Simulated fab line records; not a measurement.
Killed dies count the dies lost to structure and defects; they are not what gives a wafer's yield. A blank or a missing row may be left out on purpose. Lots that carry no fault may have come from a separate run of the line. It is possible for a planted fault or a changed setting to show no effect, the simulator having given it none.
Chamber matching :: flow nand_harc :: NHARC_A_ZERO_WELL_ETCH_13 on rie_si-04 has 3 sister chambers
The step etches the open film in HBr/Cl2, target depth 120 nm, time 40.1 s. 3 wafers are shown with their chamber, then 6 later ones without.

## WAFERS WITH THEIR CHAMBER
wafer: L086.2
chamber: 3
drypump_motor_current_A (A): 5.5

wafer: L086.4
chamber: 0
drypump_motor_current_A (A): 5.5

wafer: L092.1
chamber: 2
drypump_motor_current_A (A): 6.0

## WAFERS WHOSE CHAMBER IS MISSING
wafer: L092.3
drypump_motor_current_A (A): 5.6

wafer: L095.3
drypump_motor_current_A (A): 6.0

wafer: L095.5
drypump_motor_current_A (A): 5.6

wafer: L095.6
drypump_motor_current_A (A): 5.5

wafer: L096.1
drypump_motor_current_A (A): 6.0

wafer: L096.6
drypump_motor_current_A (A): 5.5

## WHICH CHAMBER EACH ONE RAN IN
wafer: L092.3
from the rows above: can't be placed: 0 or 3
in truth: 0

wafer: L095.3
from the rows above: 2
in truth: 2

wafer: L095.5
from the rows above: can't be placed: 0 or 3
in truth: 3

wafer: L095.6
from the rows above: can't be placed: 0 or 3
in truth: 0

wafer: L096.1
from the rows above: 2
in truth: 2

wafer: L096.6
from the rows above: can't be placed: 0 or 3
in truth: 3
Correct placement for 2 of the 6. From these rows, 4 cannot be placed; in 4 the true chamber is one of the candidates. Placed wrongly: 0.
How it was worked out, from the rows above alone: a wafer's distance from a chamber is the root of the sum, over the readings, of the square of ((its reading less the chamber's mean) divided by the reading's scatter). If the next closest chamber is less than 2 further off than the closest, the wafer can't be placed; otherwise it belongs to the closest. For every chamber, the mean is computed from those of its wafers that are shown. The scatter (one wafer shown for each chamber): square how far every hidden wafer sits from the nearest shown wafer, average those squares and take the square root.
